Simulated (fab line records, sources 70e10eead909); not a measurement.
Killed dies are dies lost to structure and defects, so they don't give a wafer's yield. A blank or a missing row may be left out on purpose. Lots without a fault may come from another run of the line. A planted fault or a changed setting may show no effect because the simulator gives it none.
fab line records | flow nand_harc
record lots=6 wafers=18 last_day=32
route steps=1302 shown A_ONON_D2@567 A_CHANNEL_HOLE_D2@570
lots that met no fault: from a run of the same line without faults
start_h: hours from the record's first day to the start of the lot's first wafer shown | wait_h: hours since the lot's step before | " the same as in the row above | L1.1+2: a row that stands for several wafers | - no value, or no start given | * or withheld: withheld | < > ~ a bound
route shown NAME@n: a module of which the file shows steps, and the number in the route of the first | usual: mean/standard deviation of fault-free wafers | same: alike in all rows | chamber/n: place in a boat | sites: the reading at each site | _std_site: their standard deviation | _edge_site: outer sites' mean less inner sites' | radius_mm: how far each site lies from the wafer's centre | mask NAME#n: copy n | behind: the tool/chamber that last shaped the wafer | hold: why the lot was held/for how many hours/how that ended | device: the transistor (n, p or np) that didn't switch | end of line: the same wafers' tests at the end of the route | a step without rows: its recipe alone | killed: dies lost to structure and defects at the first sort, not the wafer's yield | map: a wafer's dies, x killed, . not, _ none there
set.NAME: the setting as run; set.NAME@STEP: as run at that earlier step | model.NAME: the simulator's own value behind a step, which no gauge read
lots at some steps of the route; a table a step, a row a wafer
services: from which hour (start_h, from the record's first day; less than 0 if before it) a tool's chamber was out of use, for how many hours, and why
## steps
# step NHARC_A_ONON_D2_THK_MEAS_34
# recipe thk_meas_gauge=ellipsometry
# usual thk_nm=200.0/2.9
# columns lot.wafer tool chamber start_h wait_h thk_nm
L155.2 film_metro-01 - 294.55 - 203.8
L155.4 " - " " 202.9
L155.5 " - " " 207.5
L162.2 film_metro-02 - 369.02 - 195.0
L162.3 " - " " 196.0
L162.6 " - " " 199.5
L167.2 film_metro-02 - 428.57 - 198.9
L167.3 " - " " 196.5
L167.4 " - " " 198.2
L168.2 film_metro-01 - 428.58 - 198.6
L168.4 " - " " 203.7
L168.6 " - " " 200.5
L169.1 film_metro-01 - 448.75 - 197.1
L169.2 " - " " 198.5
L169.4 " - " " 203.7
L175.4 film_metro-02 - 499.72 - 200.4
L175.5 " - " " 200.4
L175.6 " - " " 203.2
# step NHARC_A_ONON_D2_INSPECT_32
# usual raw_defect_count=390/130
# columns lot.wafer tool chamber start_h wait_h raw_defect_count
L155.2 defect_inspect-01 - 294.62 0.0 450
L155.4 " - " " 405
L155.5 " - " " 470
L162.2 defect_inspect-02 - 369.08 0.0 522
L162.3 " - " " 278
L162.6 " - " " 439
L167.2 defect_inspect-02 - 428.63 0.0 233
L167.3 " - " " 191
L167.4 " - " " 328
L168.2 defect_inspect-01 - 428.65 0.0 310
L168.4 " - " " 335
L168.6 " - " " 340
L169.1 defect_inspect-01 - 448.85 0.0 267
L169.2 " - " " 447
L169.4 " - " " 233
L175.4 defect_inspect-02 - 499.81 0.0 389
L175.5 " - " " 454
L175.6 " - " " 360
# step NHARC_A_CHANNEL_HOLE_D2_DEP_00
# recipe target_thk_a=31000 temp_c=400 material=aC
# usual susceptor_temp_C=400.02/0.21 throttle_valve_pct=34.999/0.0099
# columns lot.wafer tool chamber start_h wait_h susceptor_temp_C throttle_valve_pct
L155.2 acl_dep-03 0 295.00 0.4 400.53 35.010
L155.4 " 0 " " 400.54 34.989
L155.5 " 0 " " 400.45 34.994
L162.2 acl_dep-03 0 370.38 1.3 400.20 34.970
L162.3 " 0 " " 399.95 35.014
L162.6 " 0 " " 400.10 35.009
L167.2 acl_dep-01 0 435.44 6.8 - 34.983
L167.3 " 0 " " - 35.012
L167.4 " 0 " " - 34.986
L168.2 acl_dep-03 0 437.13 8.5 - 35.002
L168.4 " 0 " " - 34.994
L168.6 " 0 " " - 34.982
L169.1 acl_dep-02 0 449.63 0.8 - 34.991
L169.2 " 0 " " - 34.989
L169.4 " 0 " " - 35.017
L175.4 acl_dep-02 0 504.33 4.5 400.08 35.013
L175.5 " 0 " " 399.64 35.000
L175.6 " 0 " " 399.86 35.008
# step NHARC_A_CHANNEL_HOLE_D2_DEP_01
# recipe target_thk_a=1400 target_thk_nm=140 temp_c=400 pressure_torr=3.5 flow_sccm=200 rf_w=350 material=SiON
# usual heater_power_w=755/76 susceptor_temp_C=400.03/0.22
# columns lot.wafer tool chamber start_h wait_h heater_power_w susceptor_temp_C
L155.2 pecvd-03 1 296.85 1.5 792 400.00
L155.4 " 2 " " 658 399.75
L155.5 " 1 " " 809 400.21
L162.3 pecvd-01 0 372.01 1.0 700 400.29
L162.2 " 1 " " 667 400.00
L162.6 " 0 " " 696 400.49
L167.2 pecvd-04 1 437.07 1.3 816 400.42
L167.3 " 2 " " 714 399.89
L167.4 " 2 " " 722 399.81
L168.2 pecvd-03 0 438.78 1.3 901 400.10
L168.6 " 1 " " 747 399.91
L168.4 " 0 " " 714 400.34
L169.2 pecvd-01 0 451.57 1.3 720 400.12
L169.1 " 1 " " 591 400.00
L169.4 " 1 " " 591 400.25
L175.4 pecvd-01 0 505.39 0.7 644 400.27
L175.6 " 1 " " 680 400.23
L175.5 " 2 " " 777 399.99
# step NHARC_A_CHANNEL_HOLE_D2_DEHYDRATE_02
# recipe temp_c=150 time_s=120
# step NHARC_A_CHANNEL_HOLE_D2_HMDS_03
# recipe time_s=30
# step NHARC_A_CHANNEL_HOLE_D2_COAT_36
# recipe temp_c=260 time_s=75
# step NHARC_A_CHANNEL_HOLE_D2_COAT_37
# recipe temp_c=225 time_s=65
# step NHARC_A_CHANNEL_HOLE_D2_COAT_04
# recipe spin_rpm=1500 resist_thk_nm=90
# step NHARC_A_CHANNEL_HOLE_D2_SOFTBAKE_05
# recipe temp_c=105 time_s=55
# step NHARC_A_CHANNEL_HOLE_D2_EBR_06
# step NHARC_A_CHANNEL_HOLE_D2_EXPOSE_07
# recipe na=1.35 target_cd_nm=100 sigma_outer=0.3 dose_mj=59.65 mask_id=HOLE_D2
# usual exposure_dose_mJ_cm2=59.62/0.062 focus_offset_nm=0.0/0.57
# columns lot.wafer tool chamber start_h wait_h mask exposure_dose_mJ_cm2 focus_offset_nm
L155.2 arfi_scanner-03 0 297.37 - HOLE_D2#0 59.53 0.0
L155.4 " 0 " " HOLE_D2#0 59.51 0.0
L155.5 " 0 " " HOLE_D2#0 59.54 0.6
L162.2 arfi_scanner-01 0 372.59 - HOLE_D2#0 59.69 1.0
L162.3 " 0 " " HOLE_D2#0 59.72 0.3
L162.6 " 0 " " HOLE_D2#0 59.66 0.6
L167.2 arfi_scanner-03 0 437.63 - HOLE_D2#0 59.65 1.1
L167.3 " 0 " " HOLE_D2#0 59.56 -0.5
L167.4 " 0 " " HOLE_D2#0 59.69 0.6
L168.2 arfi_scanner-02 - 439.31 - HOLE_D2#0 - -
L168.4 " - " " HOLE_D2#0 - -
L168.6 " - " " HOLE_D2#0 - -
L169.1 arfi_scanner-01 - 452.15 - HOLE_D2#0 - -
L169.2 " - " " HOLE_D2#0 - -
L169.4 " - " " HOLE_D2#0 - -
L175.4 arfi_scanner-02 0 505.90 - HOLE_D2#0 59.65 0.6
L175.5 " 0 " " HOLE_D2#0 59.71 0.9
L175.6 " 0 " " HOLE_D2#0 59.61 0.9
# step NHARC_A_CHANNEL_HOLE_D2_PEB_08
# recipe peb_temp_c=100 peb_time_s=65
## services
# columns tool chamber start_h hours kind
pecvd-01 - 296.58 1.5 repair
pecvd-04 - 297.73 1.5 repair
acl_dep-03 - 300.24 13.0 pm
pecvd-01 - 311.22 13.0 pm
pecvd-01 0 311.22 13.0 vent_cycle
pecvd-01 1 311.22 13.0 vent_cycle
arfi_scanner-02 - 312.00 4.0 pm
arfi_scanner-01 - 327.31 8.3 repair
pecvd-04 - 328.28 5.0 repair
arfi_scanner-03 - 338.93 0.8 repair
arfi_scanner-01 - 344.40 2.3 repair
pecvd-03 - 366.57 13.0 pm
arfi_scanner-02 - 367.03 10.2 repair
arfi_scanner-03 - 368.00 4.0 pm
acl_dep-01 - 368.15 13.0 pm
arfi_scanner-02 - 414.16 2.3 repair
arfi_scanner-01 - 424.00 4.0 pm
acl_dep-02 - 427.33 13.0 pm
pecvd-04 - 450.22 13.0 pm
arfi_scanner-01 - 473.52 1.3 repair
acl_dep-03 - 482.60 13.0 pm
arfi_scanner-02 - 484.00 4.0 pm
pecvd-01 0 491.00 11.1 repair
pecvd-01 - 492.22 13.0 pm
## key
first_sign step=NHARC_A_CHANNEL_HOLE_D2_EXPOSE_07 reading=tool_record direction=missing
effect none on later readings
met_at NHARC_A_CHANNEL_HOLE_D2_EXPOSE_07
struck_wafers L168.2,L168.4,L168.6,L169.1,L169.2,L169.4
later_rows_left_out L168.2,L168.4,L168.6,L169.1,L169.2,L169.4
sort_left_out L168.2,L168.4,L168.6,L169.1,L169.2,L169.4
tester_left_out L168,L169
onset_between 372.59 439.31
fault kind=skipped_step_whole tool=arfi_scanner-01,arfi_scanner-02 chamber=- onset_h=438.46 steps=NHARC_A_CHANNEL_HOLE_D2_EXPOSE_07 scope=struck_lots_only
# tester_left_out: of these lots the tester's yield and bins aren't shown, on N5 and GAA mostly nor the transistor test; their killed dies are dies lost to structure and defects alone, not to doping, threshold or leakage, so they don't give the yield
# sort_left_out: the simulated sort isn't trusted on such a fault, so these wafers' sort isn't shown, and their yield isn't known
# later_rows_left_out: the simulator's readings of these wafers behind a module that went badly wrong aren't trusted and aren't shown, but for the sort
